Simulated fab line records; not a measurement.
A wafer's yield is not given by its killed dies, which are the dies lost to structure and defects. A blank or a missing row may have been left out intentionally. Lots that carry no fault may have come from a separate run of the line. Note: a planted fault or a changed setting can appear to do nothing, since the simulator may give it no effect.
fab line records / flow nand-harc
record lots=6 wafers=18 last-day=24
route steps=1159 shown A_WL_FILL@811 END@1159
lots that met no fault: taken from a fault-free run of the same line
start-h: the number of hours between the record's first day and the start of the first shown wafer of the lot / wait-h: hours since the lot's step before / " unchanged from the row above / L1.1+2: a single row standing in for several wafers / - either no value or no given start / * or withheld: withheld / < > ~ a bound
route shown NAME@n: names a module that has steps shown in the file, with the first one's number in the route / usual: the fault-free wafers' mean and standard deviation / same: alike in all rows / chamber/n: place in a boat / sites: the reading at each site / _std_site: the values' standard deviation / _edge_site: mean of outer sites minus mean of inner sites / radius-mm: how far each site lies from the wafer's centre / mask NAME#n: copy n / behind: the tool/chamber that last shaped the wafer / hold: why the lot was held/for how many hours/how that ended / device: transistor that didn't switch, given as n, p or np / end of line: at the end of the route, the tests of the same wafers / where a step has no rows: the recipe by itself / killed: dies that structure and defects cost at the first sort, which is not the same as the wafer's yield / map: per-die view of a wafer (x killed, . not killed, _ where there is no die)
set.NAME: the run value of the setting; set.NAME@STEP: its run value at that earlier step / model.NAME: the simulator's own value behind a step, which no gauge read
a table for each step, a row for each wafer; lots at some steps of the route
services: from which hour (start-h, from the record's first day; less than 0 if before it) a tool's chamber was out of use, for how many hours, and why
## steps
# step NHARC_A_WL_FILL_ALD_02
# recipe target-thk-a=20 pulse-time-s=3 ald-cycles=100 temp-c=450 material=TiN
# usual heater-power-w=1049/86 precursor-pulse-height-rel=0.999/0.019
lot.wafer=L324.3 tool=ald-metal-04 chamber=2 start-h=370.47 wait-h=0.1 heater-power-w=1130 precursor-pulse-height-rel=1.029 since-wet-clean-h=133
lot.wafer=L324.1 tool=ald-metal-04 chamber=0 start-h=370.47 wait-h=0.1 heater-power-w=1082 precursor-pulse-height-rel=1.002 since-wet-clean-h=133
lot.wafer=L324.6 tool=ald-metal-04 chamber=3 start-h=370.47 wait-h=0.1 heater-power-w=1029 precursor-pulse-height-rel=1.008 since-wet-clean-h=-
lot.wafer=L326.1 tool=ald-metal-04 chamber=2 start-h=399.53 wait-h=0.3 heater-power-w=1112 precursor-pulse-height-rel=1.020 since-wet-clean-h=162
lot.wafer=L326.6 tool=ald-metal-04 chamber=0 start-h=399.53 wait-h=0.3 heater-power-w=1071 precursor-pulse-height-rel=1.005 since-wet-clean-h=-
lot.wafer=L326.5 tool=ald-metal-04 chamber=1 start-h=399.53 wait-h=0.3 heater-power-w=1052 precursor-pulse-height-rel=1.021 since-wet-clean-h=-
lot.wafer=L330.1 tool=ald-metal-04 chamber=0 start-h=436.24 wait-h=0.3 heater-power-w=1091 precursor-pulse-height-rel=1.016 since-wet-clean-h=20
lot.wafer=L330.6 tool=ald-metal-04 chamber=1 start-h=436.24 wait-h=0.3 heater-power-w=1062 precursor-pulse-height-rel=0.994 since-wet-clean-h=-
lot.wafer=L330.5 tool=ald-metal-04 chamber=2 start-h=436.24 wait-h=0.3 heater-power-w=1107 precursor-pulse-height-rel=0.987 since-wet-clean-h=-
lot.wafer=L329.3 tool=ald-metal-02 chamber=0 start-h=436.30 wait-h=0.1 heater-power-w=1146 precursor-pulse-height-rel=0.980 since-wet-clean-h=62
lot.wafer=L329.5 tool=ald-metal-02 chamber=0 start-h=436.30 wait-h=0.1 heater-power-w=1092 precursor-pulse-height-rel=1.042 since-wet-clean-h=-
lot.wafer=L329.6 tool=ald-metal-02 chamber=1 start-h=436.30 wait-h=0.1 heater-power-w=1110 precursor-pulse-height-rel=1.016 since-wet-clean-h=-
lot.wafer=L339.3 tool=ald-metal-03 chamber=2 start-h=468.49 wait-h=0.1 heater-power-w=1042 precursor-pulse-height-rel=0.973 since-wet-clean-h=137
lot.wafer=L339.4 tool=ald-metal-03 chamber=3 start-h=468.49 wait-h=0.1 heater-power-w=1092 precursor-pulse-height-rel=0.993 since-wet-clean-h=137
lot.wafer=L339.2 tool=ald-metal-03 chamber=1 start-h=468.49 wait-h=0.1 heater-power-w=1036 precursor-pulse-height-rel=1.002 since-wet-clean-h=137
lot.wafer=L336.1 tool=ald-metal-04 chamber=3 start-h=468.66 wait-h=0.2 heater-power-w=1008 precursor-pulse-height-rel=1.009 since-wet-clean-h=53
lot.wafer=L336.4 tool=ald-metal-04 chamber=2 start-h=468.66 wait-h=0.2 heater-power-w=1074 precursor-pulse-height-rel=1.030 since-wet-clean-h=53
lot.wafer=L336.6 tool=ald-metal-04 chamber=3 start-h=468.66 wait-h=0.2 heater-power-w=978 precursor-pulse-height-rel=1.007 since-wet-clean-h=-
# step NHARC_A_WL_FILL_CVD_03
# recipe target-thk-a=400 temp-c=300 pressure-torr=40 wf6-flow-sccm=40 h2-flow-sccm=1600 ar-flow-sccm=1560 time-s=3302 material=W
# usual chamber-pressure-Torr=40.00/0.09 heater-power-w=454/34 mfc-h2-sccm=1599/5.2 throttle-valve-pct=8.0/0.31
lot.wafer=L324.1 tool=cvd-w-02 chamber=1 start-h=372.40 wait-h=1.6 chamber-pressure-Torr=40.02 heater-power-w=397 mfc-h2-sccm=1611 since-wet-clean-h=163 throttle-valve-pct=7.6
lot.wafer=L324.3 tool=cvd-w-02 chamber=0 start-h=373.79 wait-h=2.9 chamber-pressure-Torr=39.83 heater-power-w=464 mfc-h2-sccm=1603 since-wet-clean-h=- throttle-valve-pct=8.1
lot.wafer=L324.6 tool=cvd-w-02 chamber=1 start-h=373.79 wait-h=2.9 chamber-pressure-Torr=40.04 heater-power-w=392 mfc-h2-sccm=1597 since-wet-clean-h=- throttle-valve-pct=7.6
lot.wafer=L326.1 tool=cvd-w-01 chamber=0 start-h=404.90 wait-h=5.1 chamber-pressure-Torr=39.98 heater-power-w=491 mfc-h2-sccm=1602 since-wet-clean-h=99 throttle-valve-pct=8.5
lot.wafer=L326.5 tool=cvd-w-01 chamber=1 start-h=406.33 wait-h=6.5 chamber-pressure-Torr=39.99 heater-power-w=462 mfc-h2-sccm=1603 since-wet-clean-h=- throttle-valve-pct=7.8
lot.wafer=L326.6 tool=cvd-w-01 chamber=0 start-h=406.33 wait-h=6.5 chamber-pressure-Torr=40.00 heater-power-w=499 mfc-h2-sccm=1598 since-wet-clean-h=- throttle-valve-pct=8.4
lot.wafer=L330.1 tool=cvd-w-01 chamber=0 start-h=438.28 wait-h=1.8 chamber-pressure-Torr=40.05 heater-power-w=486 mfc-h2-sccm=1598 since-wet-clean-h=132 throttle-valve-pct=8.5
lot.wafer=L330.6 tool=cvd-w-01 chamber=0 start-h=440.20 wait-h=3.7 chamber-pressure-Torr=39.91 heater-power-w=493 mfc-h2-sccm=1605 since-wet-clean-h=- throttle-valve-pct=8.5
lot.wafer=L330.5 tool=cvd-w-01 chamber=1 start-h=440.20 wait-h=3.7 chamber-pressure-Torr=40.16 heater-power-w=456 mfc-h2-sccm=1596 since-wet-clean-h=- throttle-valve-pct=7.9
lot.wafer=L329.3 tool=cvd-w-02 chamber=1 start-h=440.20 wait-h=3.5 chamber-pressure-Torr=40.09 heater-power-w=410 mfc-h2-sccm=1589 since-wet-clean-h=- throttle-valve-pct=7.8
lot.wafer=L329.5 tool=cvd-w-02 chamber=0 start-h=440.20 wait-h=3.5 chamber-pressure-Torr=39.94 heater-power-w=466 mfc-h2-sccm=1597 since-wet-clean-h=- throttle-valve-pct=8.1
lot.wafer=L329.6 tool=cvd-w-02 chamber=1 start-h=440.20 wait-h=3.5 chamber-pressure-Torr=39.92 heater-power-w=406 mfc-h2-sccm=1588 since-wet-clean-h=- throttle-valve-pct=7.8
lot.wafer=L339.2 tool=cvd-w-02 chamber=1 start-h=473.28 wait-h=4.4 chamber-pressure-Torr=39.83 heater-power-w=404 mfc-h2-sccm=1606 since-wet-clean-h=81 throttle-valve-pct=7.9
lot.wafer=L339.4 tool=cvd-w-02 chamber=0 start-h=473.28 wait-h=4.4 chamber-pressure-Torr=40.10 heater-power-w=470 mfc-h2-sccm=1600 since-wet-clean-h=- throttle-valve-pct=8.2
lot.wafer=L339.3 tool=cvd-w-02 chamber=1 start-h=473.28 wait-h=4.4 chamber-pressure-Torr=39.93 heater-power-w=401 mfc-h2-sccm=1601 since-wet-clean-h=- throttle-valve-pct=7.8
lot.wafer=L336.1 tool=cvd-w-01 chamber=0 start-h=474.61 wait-h=5.6 chamber-pressure-Torr=39.99 heater-power-w=497 mfc-h2-sccm=1606 since-wet-clean-h=168 throttle-valve-pct=8.3
lot.wafer=L336.4 tool=cvd-w-01 chamber=0 start-h=474.61 wait-h=5.6 chamber-pressure-Torr=39.94 heater-power-w=487 mfc-h2-sccm=1593 since-wet-clean-h=- throttle-valve-pct=8.4
lot.wafer=L336.6 tool=cvd-w-01 chamber=0 start-h=474.61 wait-h=5.6 chamber-pressure-Torr=40.13 heater-power-w=483 mfc-h2-sccm=1596 since-wet-clean-h=- throttle-valve-pct=8.7
# step NHARC_A_WL_FILL_ETCHBACK_04
# recipe target-depth-a=600 time-s=120 chemistry=NF3
# step NHARC_A_WL_FILL_ETCHBACK_05
# recipe target-depth-a=220 time-s=60 temp-c=40 chemistry=Cl2/BCl3
# usual drypump-motor-current-A=5.6/0.32 oes-product-au=1.002/0.0079
lot.wafer=L324.1 tool=rie-metal-03 chamber=1 start-h=375.92 wait-h=0.2 drypump-motor-current-A=5.8 oes-product-au=1.000 rf-hours-counter-h=2.7
lot.wafer=L324.3 tool=rie-metal-03 chamber=1 start-h=375.92 wait-h=0.2 drypump-motor-current-A=5.8 oes-product-au=1.006 rf-hours-counter-h=-
lot.wafer=L324.6 tool=rie-metal-03 chamber=1 start-h=375.92 wait-h=0.2 drypump-motor-current-A=5.8 oes-product-au=0.995 rf-hours-counter-h=-
lot.wafer=L326.1 tool=rie-metal-02 chamber=1 start-h=408.01 wait-h=0.2 drypump-motor-current-A=6.0 oes-product-au=1.005 rf-hours-counter-h=0.4
lot.wafer=L326.5 tool=rie-metal-02 chamber=1 start-h=408.01 wait-h=0.2 drypump-motor-current-A=6.0 oes-product-au=1.005 rf-hours-counter-h=-
lot.wafer=L326.6 tool=rie-metal-02 chamber=0 start-h=408.01 wait-h=0.2 drypump-motor-current-A=5.8 oes-product-au=1.004 rf-hours-counter-h=-
lot.wafer=L330.1 tool=rie-metal-02 chamber=0 start-h=441.89 wait-h=0.2 drypump-motor-current-A=5.7 oes-product-au=0.993 rf-hours-counter-h=1.0
lot.wafer=L330.6 tool=rie-metal-02 chamber=0 start-h=441.89 wait-h=0.2 drypump-motor-current-A=5.8 oes-product-au=0.996 rf-hours-counter-h=-
lot.wafer=L330.5 tool=rie-metal-02 chamber=1 start-h=441.89 wait-h=0.2 drypump-motor-current-A=6.0 oes-product-au=0.986 rf-hours-counter-h=-
lot.wafer=L329.3 tool=rie-metal-01 chamber=0 start-h=442.42 wait-h=0.2 drypump-motor-current-A=5.1 oes-product-au=0.990 rf-hours-counter-h=-
lot.wafer=L329.6 tool=rie-metal-01 chamber=0 start-h=442.42 wait-h=0.2 drypump-motor-current-A=5.1 oes-product-au=0.993 rf-hours-counter-h=-
lot.wafer=L329.5 tool=rie-metal-01 chamber=1 start-h=442.42 wait-h=0.2 drypump-motor-current-A=5.6 oes-product-au=0.998 rf-hours-counter-h=-
lot.wafer=L339.2 tool=rie-metal-02 chamber=0 start-h=476.42 wait-h=0.2 drypump-motor-current-A=5.8 oes-product-au=0.999 rf-hours-counter-h=2.3
lot.wafer=L339.3 tool=rie-metal-02 chamber=1 start-h=476.42 wait-h=0.2 drypump-motor-current-A=6.0 oes-product-au=1.016 rf-hours-counter-h=-
lot.wafer=L339.4 tool=rie-metal-02 chamber=0 start-h=476.42 wait-h=0.2 drypump-motor-current-A=5.8 oes-product-au=1.012 rf-hours-counter-h=-
lot.wafer=L336.1 tool=rie-metal-01 chamber=1 start-h=477.71 wait-h=0.2 drypump-motor-current-A=5.6 oes-product-au=1.001 rf-hours-counter-h=3.8
lot.wafer=L336.4 tool=rie-metal-01 chamber=1 start-h=477.71 wait-h=0.2 drypump-motor-current-A=5.6 oes-product-au=1.002 rf-hours-counter-h=-
lot.wafer=L336.6 tool=rie-metal-01 chamber=1 start-h=477.71 wait-h=0.2 drypump-motor-current-A=5.6 oes-product-au=1.005 rf-hours-counter-h=-
# step NHARC_A_WL_FILL_STRIP_27
# recipe power-w=1500 temp-c=250 time-s=20 chemistry=N2/H2
# usual drypump-motor-current-A=5.7/0.39 heater-power-w=340/37
lot.wafer=L324.1 tool=plasma-asher-01 chamber=1 start-h=376.29 wait-h=0.4 drypump-motor-current-A=6.2 heater-power-w=346 rf-hours-counter-h=32
lot.wafer=L324.3 tool=plasma-asher-01 chamber=0 start-h=376.29 wait-h=0.4 drypump-motor-current-A=5.6 heater-power-w=340 rf-hours-counter-h=-
lot.wafer=L324.6 tool=plasma-asher-01 chamber=0 start-h=376.29 wait-h=0.4 drypump-motor-current-A=5.6 heater-power-w=324 rf-hours-counter-h=-
lot.wafer=L326.1 tool=plasma-asher-02 chamber=0 start-h=408.17 wait-h=0.1 drypump-motor-current-A=5.7 heater-power-w=391 rf-hours-counter-h=10
lot.wafer=L326.5 tool=plasma-asher-02 chamber=1 start-h=408.17 wait-h=0.1 drypump-motor-current-A=5.1 heater-power-w=281 rf-hours-counter-h=-
lot.wafer=L326.6 tool=plasma-asher-02 chamber=0 start-h=408.17 wait-h=0.1 drypump-motor-current-A=5.7 heater-power-w=392 rf-hours-counter-h=-
lot.wafer=L330.1 tool=plasma-asher-01 chamber=0 start-h=442.37 wait-h=0.5 drypump-motor-current-A=5.6 heater-power-w=335 rf-hours-counter-h=53
lot.wafer=L330.5 tool=plasma-asher-01 chamber=0 start-h=442.37 wait-h=0.5 drypump-motor-current-A=5.5 heater-power-w=327 rf-hours-counter-h=-
lot.wafer=L330.6 tool=plasma-asher-01 chamber=1 start-h=442.37 wait-h=0.5 drypump-motor-current-A=6.2 heater-power-w=358 rf-hours-counter-h=-
lot.wafer=L329.3 tool=plasma-asher-01 chamber=1 start-h=442.58 wait-h=0.2 drypump-motor-current-A=6.1 heater-power-w=350 rf-hours-counter-h=-
lot.wafer=L329.6 tool=plasma-asher-01 chamber=1 start-h=442.58 wait-h=0.2 drypump-motor-current-A=6.2 heater-power-w=352 rf-hours-counter-h=-
lot.wafer=L329.5 tool=plasma-asher-01 chamber=0 start-h=442.58 wait-h=0.2 drypump-motor-current-A=5.5 heater-power-w=331 rf-hours-counter-h=-
lot.wafer=L339.2 tool=plasma-asher-02 chamber=1 start-h=476.55 wait-h=0.1 drypump-motor-current-A=5.1 heater-power-w=289 rf-hours-counter-h=40
lot.wafer=L339.3 tool=plasma-asher-02 chamber=1 start-h=476.55 wait-h=0.1 drypump-motor-current-A=5.1 heater-power-w=288 rf-hours-counter-h=-
lot.wafer=L339.4 tool=plasma-asher-02 chamber=0 start-h=476.55 wait-h=0.1 drypump-motor-current-A=5.7 heater-power-w=386 rf-hours-counter-h=-
lot.wafer=L336.1 tool=plasma-asher-01 chamber=0 start-h=477.91 wait-h=0.2 drypump-motor-current-A=5.5 heater-power-w=323 rf-hours-counter-h=5
lot.wafer=L336.4 tool=plasma-asher-01 chamber=0 start-h=477.91 wait-h=0.2 drypump-motor-current-A=5.5 heater-power-w=334 rf-hours-counter-h=-
lot.wafer=L336.6 tool=plasma-asher-01 chamber=1 start-h=477.91 wait-h=0.2 drypump-motor-current-A=6.2 heater-power-w=335 rf-hours-counter-h=-
# step NHARC_A_WL_FILL_STRIP_28
# recipe time-s=1200 temp-c=72.5 chemistry=post-etch-residue-remover
# step NHARC_A_WL_FILL_PRECLEAN_06
# recipe time-s=300 chemistry=DIW
# step NHARC_A_WL_FILL_SRD_07
# step NHARC_A_WL_FILL_ANNEAL_08
# recipe temp-c=450 time-s=1800
# step NHARC_A_WL_FILL_ALD_10
# recipe target-thk-a=500 pulse-time-s=10 ald-cycles=500 temp-c=300 material=SiO2
# usual heater-power-w=472/36 precursor-pulse-height-rel=1.001/0.021
lot.wafer=L324.1 tool=ald-hk-04 chamber=1 start-h=380.17 wait-h=0.1 heater-power-w=443 precursor-pulse-height-rel=0.989 since-wet-clean-h=4
lot.wafer=L324.3 tool=ald-hk-04 chamber=3 start-h=381.19 wait-h=1.2 heater-power-w=407 precursor-pulse-height-rel=0.998 since-wet-clean-h=5
lot.wafer=L324.6 tool=ald-hk-04 chamber=2 start-h=382.74 wait-h=2.7 heater-power-w=454 precursor-pulse-height-rel=1.013 since-wet-clean-h=-
lot.wafer=L326.1 tool=ald-hk-01 chamber=2 start-h=422.13 wait-h=4.4 heater-power-w=432 precursor-pulse-height-rel=0.985 since-wet-clean-h=6
lot.wafer=L326.6 tool=ald-hk-01 chamber=0 start-h=423.15 wait-h=5.4 heater-power-w=498 precursor-pulse-height-rel=0.999 since-wet-clean-h=-
lot.wafer=L326.5 tool=ald-hk-01 chamber=1 start-h=423.15 wait-h=5.4 heater-power-w=492 precursor-pulse-height-rel=0.975 since-wet-clean-h=-
lot.wafer=L329.3 tool=ald-hk-03 chamber=3 start-h=448.89 wait-h=1.1 heater-power-w=489 precursor-pulse-height-rel=0.985 since-wet-clean-h=117
lot.wafer=L329.5 tool=ald-hk-03 chamber=2 start-h=451.95 wait-h=4.1 heater-power-w=519 precursor-pulse-height-rel=1.031 since-wet-clean-h=-
lot.wafer=L329.6 tool=ald-hk-03 chamber=3 start-h=452.97 wait-h=5.2 heater-power-w=478 precursor-pulse-height-rel=1.020 since-wet-clean-h=-
lot.wafer=L330.1 tool=ald-hk-01 chamber=0 start-h=451.24 wait-h=3.4 heater-power-w=499 precursor-pulse-height-rel=1.030 since-wet-clean-h=35
lot.wafer=L330.6 tool=ald-hk-01 chamber=1 start-h=452.27 wait-h=4.4 heater-power-w=508 precursor-pulse-height-rel=1.010 since-wet-clean-h=-
lot.wafer=L330.5 tool=ald-hk-01 chamber=2 start-h=453.30 wait-h=5.5 heater-power-w=426 precursor-pulse-height-rel=1.036 since-wet-clean-h=-
lot.wafer=L339.4 tool=ald-hk-03 chamber=1 start-h=480.76 wait-h=0.6 heater-power-w=494 precursor-pulse-height-rel=0.962 since-wet-clean-h=149
lot.wafer=L339.3 tool=ald-hk-03 chamber=2 start-h=480.76 wait-h=0.6 heater-power-w=519 precursor-pulse-height-rel=1.020 since-wet-clean-h=150
lot.wafer=L339.2 tool=ald-hk-03 chamber=3 start-h=480.76 wait-h=0.6 heater-power-w=503 precursor-pulse-height-rel=1.030 since-wet-clean-h=150
lot.wafer=L336.1 tool=ald-hk-03 chamber=0 start-h=483.32 wait-h=0.2 heater-power-w=435 precursor-pulse-height-rel=1.039 since-wet-clean-h=152
lot.wafer=L336.4 tool=ald-hk-03 chamber=3 start-h=484.85 wait-h=1.8 heater-power-w=488 precursor-pulse-height-rel=0.993 since-wet-clean-h=153
lot.wafer=L336.6 tool=ald-hk-03 chamber=1 start-h=485.87 wait-h=2.8 heater-power-w=505 precursor-pulse-height-rel=1.024 since-wet-clean-h=-
# step NHARC_A_WL_FILL_ETCHBACK_16
# recipe target-depth-a=880 time-s=17.6 c4f8-flow-sccm=withheld o2-flow-sccm=8 ar-flow-sccm=withheld rf-w=600 bias-w=800 chemistry=C4F8/O2/Ar
# usual oes-product-au=0.99/0.031 rf-vpp-V=723/4.8
lot.wafer=L324.1 tool=rie-diel-05 chamber=1 start-h=384.80 wait-h=- oes-product-au=1.01 rf-hours-counter-h=0.9 rf-vpp-V=726
lot.wafer=L324.3 tool=rie-diel-05 chamber=0 start-h=384.80 wait-h=- oes-product-au=0.99 rf-hours-counter-h=0.9 rf-vpp-V=717
lot.wafer=L324.6 tool=rie-diel-05 chamber=1 start-h=384.80 wait-h=- oes-product-au=1.00 rf-hours-counter-h=- rf-vpp-V=726
lot.wafer=L326.1 tool=rie-diel-08 chamber=1 start-h=425.72 wait-h=- oes-product-au=1.01 rf-hours-counter-h=3.3 rf-vpp-V=720
lot.wafer=L326.6 tool=rie-diel-08 chamber=1 start-h=425.72 wait-h=- oes-product-au=1.00 rf-hours-counter-h=- rf-vpp-V=723
lot.wafer=L326.5 tool=rie-diel-08 chamber=2 start-h=425.72 wait-h=- oes-product-au=1.00 rf-hours-counter-h=- rf-vpp-V=718
lot.wafer=L329.3 tool=rie-diel-05 chamber=2 start-h=455.58 wait-h=- oes-product-au=1.02 rf-hours-counter-h=3.7 rf-vpp-V=717
lot.wafer=L329.6 tool=rie-diel-05 chamber=3 start-h=455.58 wait-h=- oes-product-au=1.01 rf-hours-counter-h=- rf-vpp-V=729
lot.wafer=L329.5 tool=rie-diel-05 chamber=0 start-h=455.58 wait-h=- oes-product-au=0.99 rf-hours-counter-h=- rf-vpp-V=717
lot.wafer=L330.1 tool=rie-diel-11 chamber=2 start-h=455.90 wait-h=- oes-product-au=1.01 rf-hours-counter-h=6.4 rf-vpp-V=717
lot.wafer=L330.6 tool=rie-diel-11 chamber=0 start-h=455.90 wait-h=- oes-product-au=1.00 rf-hours-counter-h=- rf-vpp-V=720
lot.wafer=L330.5 tool=rie-diel-11 chamber=1 start-h=455.90 wait-h=- oes-product-au=1.00 rf-hours-counter-h=- rf-vpp-V=725
lot.wafer=L339.3 tool=rie-diel-05 chamber=3 start-h=484.87 wait-h=- oes-product-au=0.93 rf-hours-counter-h=3.8 rf-vpp-V=729
lot.wafer=L339.4 tool=rie-diel-05 chamber=0 start-h=484.87 wait-h=- oes-product-au=0.59 rf-hours-counter-h=3.5 rf-vpp-V=719
lot.wafer=L339.2 tool=rie-diel-05 chamber=1 start-h=484.87 wait-h=- oes-product-au=0.92 rf-hours-counter-h=4.7 rf-vpp-V=724
lot.wafer=L336.4 tool=rie-diel-05 chamber=0 start-h=487.96 wait-h=- oes-product-au=0.60 rf-hours-counter-h=3.6 rf-vpp-V=718
lot.wafer=L336.1 tool=rie-diel-05 chamber=1 start-h=487.96 wait-h=- oes-product-au=0.92 rf-hours-counter-h=4.7 rf-vpp-V=726
lot.wafer=L336.6 tool=rie-diel-05 chamber=3 start-h=487.96 wait-h=- oes-product-au=0.92 rf-hours-counter-h=- rf-vpp-V=730
# step NHARC_A_WL_FILL_STRIP_29
# recipe time-s=20 o2-flow-sccm=500 ar-flow-sccm=0 bias-w=0 chemistry=O2
# step NHARC_END_SORT_01
# recipe temp-c=25
# usual killed-at-array=24/8.7 killed-at-other=0.8/1.2 killed-at-periphery=3.6/2.3 killed-dies=28/8.9 killed-open=3.2/1.9 killed-short=2.0/1.6
# same gross-dies=677
lot.wafer=L336.4 tool=prober-02 chamber=0 start-h=579.82 wait-h=3.4 killed-at-array=672 killed-at-other=0 killed-at-periphery=5 killed-dies=677 killed-open=2 killed-short=1
lot.wafer=L339.4 tool=prober-01 chamber=0 start-h=579.76 wait-h=3.4 killed-at-array=675 killed-at-other=0 killed-at-periphery=2 killed-dies=677 killed-open=3 killed-short=0
# killed by level:class
L339.4 A_WL_FILL:area-etchback=663 A_CHANNEL_HOLE_D1:chamber-film-flake=3 A_CONTACT:chamber-film-flake=3 A_CONTACT:geometric-particle:open=2 P_ZERO_WELL:chamber-film-flake=2 A_WL_FILL:geometric-particle:open=1 A_ZERO_WELL:chamber-film-flake=1 A_CHANNEL_FILL_D1:chamber-film-flake=1
L336.4 A_WL_FILL:area-etchback=637 A_CHANNEL_HOLE_D1:chamber-film-flake=20 A_CHANNEL_FILL_D1:chamber-film-flake=5 A_BONDPAD:chamber-film-flake=3 P_GATE:chamber-film-flake=2 A_CONTACT:chamber-film-flake=2 A_WL_FILL:geometric-particle:short=1 A_WL_FILL:geometric-particle:open=1
# map L336.4 (x killed, . not)
____________x____________
_________xxxxxxx_________
_______xxxxxxxxxxx_______
______xxxxxxxxxxxxx______
_____xxxxxxxxxxxxxxx_____
____xxxxxxxxxxxxxxxxx____
____xxxxxxxxxxxxxxxxx____
___xxxxxxxxxxxxxxxxxxx___
___xxxxxxxxxxxxxxxxxxx___
__xxxxxxxxxxxxxxxxxxxxx__
__xxxxxxxxxxxxxxxxxxxxx__
_xxxxxxxxxxxxxxxxxxxxxxx_
_xxxxxxxxxxxxxxxxxxxxxxx_
_xxxxxxxxxxxxxxxxxxxxxxx_
_xxxxxxxxxxxxxxxxxxxxxxx_
_xxxxxxxxxxxxxxxxxxxxxxx_
xxxxxxxxxxxxxxxxxxxxxxxxx
xxxxxxxxxxxxxxxxxxxxxxxxx
xxxxxxxxxxxxxxxxxxxxxxxxx
xxxxxxxxxxxxxxxxxxxxxxxxx
xxxxxxxxxxxxxxxxxxxxxxxxx
_xxxxxxxxxxxxxxxxxxxxxxx_
_xxxxxxxxxxxxxxxxxxxxxxx_
_xxxxxxxxxxxxxxxxxxxxxxx_
_xxxxxxxxxxxxxxxxxxxxxxx_
_xxxxxxxxxxxxxxxxxxxxxxx_
__xxxxxxxxxxxxxxxxxxxxx__
__xxxxxxxxxxxxxxxxxxxxx__
___xxxxxxxxxxxxxxxxxxx___
___xxxxxxxxxxxxxxxxxxx___
____xxxxxxxxxxxxxxxxx____
____xxxxxxxxxxxxxxxxx____
_____xxxxxxxxxxxxxxx_____
______xxxxxxxxxxxxx______
_______xxxxxxxxxxx_______
_________xxxxxxx_________
____________x____________
# map L339.4 (x killed, . not)
____________x____________
_________xxxxxxx_________
_______xxxxxxxxxxx_______
______xxxxxxxxxxxxx______
_____xxxxxxxxxxxxxxx_____
____xxxxxxxxxxxxxxxxx____
____xxxxxxxxxxxxxxxxx____
___xxxxxxxxxxxxxxxxxxx___
___xxxxxxxxxxxxxxxxxxx___
__xxxxxxxxxxxxxxxxxxxxx__
__xxxxxxxxxxxxxxxxxxxxx__
_xxxxxxxxxxxxxxxxxxxxxxx_
_xxxxxxxxxxxxxxxxxxxxxxx_
_xxxxxxxxxxxxxxxxxxxxxxx_
_xxxxxxxxxxxxxxxxxxxxxxx_
_xxxxxxxxxxxxxxxxxxxxxxx_
xxxxxxxxxxxxxxxxxxxxxxxxx
xxxxxxxxxxxxxxxxxxxxxxxxx
xxxxxxxxxxxxxxxxxxxxxxxxx
xxxxxxxxxxxxxxxxxxxxxxxxx
xxxxxxxxxxxxxxxxxxxxxxxxx
_xxxxxxxxxxxxxxxxxxxxxxx_
_xxxxxxxxxxxxxxxxxxxxxxx_
_xxxxxxxxxxxxxxxxxxxxxxx_
_xxxxxxxxxxxxxxxxxxxxxxx_
_xxxxxxxxxxxxxxxxxxxxxxx_
__xxxxxxxxxxxxxxxxxxxxx__
__xxxxxxxxxxxxxxxxxxxxx__
___xxxxxxxxxxxxxxxxxxx___
___xxxxxxxxxxxxxxxxxxx___
____xxxxxxxxxxxxxxxxx____
____xxxxxxxxxxxxxxxxx____
_____xxxxxxxxxxxxxxx_____
______xxxxxxxxxxxxx______
_______xxxxxxxxxxx_______
_________xxxxxxx_________
____________x____________
## services
tool=rie-diel-11 chamber=1 start-h=359.35 hours=5.1 kind=repair
tool=plasma-asher-02 chamber=- start-h=360.08 hours=9.0 kind=pm
tool=ald-metal-02 chamber=- start-h=364.00 hours=10.0 kind=pm
tool=rie-diel-05 chamber=3 start-h=366.30 hours=29.1 kind=repair
tool=rie-diel-11 chamber=- start-h=366.50 hours=9.0 kind=pm
tool=ald-hk-04 chamber=- start-h=367.66 hours=10.0 kind=pm
tool=cvd-w-02 chamber=- start-h=379.51 hours=13.0 kind=pm
tool=rie-metal-01 chamber=- start-h=381.17 hours=0.7 kind=repair
tool=rie-metal-02 chamber=- start-h=388.06 hours=9.0 kind=pm
tool=rie-metal-03 chamber=- start-h=396.47 hours=0.5 kind=repair
tool=rie-metal-03 chamber=- start-h=401.76 hours=0.6 kind=repair
tool=ald-metal-04 chamber=- start-h=406.00 hours=10.0 kind=pm
tool=ald-hk-01 chamber=- start-h=407.27 hours=10.0 kind=pm
tool=rie-diel-08 chamber=0 start-h=408.98 hours=2.5 kind=repair
tool=cvd-w-02 chamber=0 start-h=410.45 hours=3.2 kind=repair
tool=rie-diel-05 chamber=0 start-h=431.28 hours=16.0 kind=repair
tool=rie-metal-03 chamber=0 start-h=450.61 hours=4.3 kind=repair
tool=rie-metal-03 chamber=- start-h=453.00 hours=9.0 kind=pm
tool=plasma-asher-01 chamber=- start-h=453.17 hours=9.0 kind=pm
tool=ald-metal-04 chamber=2 start-h=454.97 hours=3.7 kind=repair
tool=ald-metal-03 chamber=- start-h=461.90 hours=4.2 kind=repair
tool=rie-diel-05 chamber=0 start-h=466.79 hours=4.3 kind=repair
tool=cvd-w-01 chamber=- start-h=476.98 hours=13.0 kind=pm
tool=rie-diel-05 chamber=- start-h=477.83 hours=0.7 kind=repair
## key
first-sign step=NHARC_A_WL_FILL_ETCHBACK_16 reading=oes-product-au direction=down sigmas=13 usual=0.99 struck=0.59
effect step=NHARC_END_SORT_01 reading=killed-at-array direction=up sigmas=74 usual=24 struck=674
more-kills-born-at NHARC_A_WL_FILL_ETCHBACK_16@rie-diel-05=1300
met-at NHARC_A_WL_FILL_ETCHBACK_16
struck-wafers L336.4,L339.4
later-rows-left-out L336.4,L339.4
tester-left-out L336,L339
onset-between 455.58 484.87
fault kind=process-parameter-drift tool=rie-diel-05 chamber=0 onset-h=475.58 steps=NHARC_A_WL_FILL_ETCHBACK_16 channel=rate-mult offset=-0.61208 shape=step end-h=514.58
# tester-left-out: of these lots the tester's yield and bins aren't shown, on N5 and GAA mostly nor the transistor test; their killed dies are dies lost to structure and defects alone, not to doping, threshold or leakage, so they don't give the yield
# later-rows-left-out: the simulator's readings of these wafers behind a module that went badly wrong aren't trusted and aren't shown, but for the sort
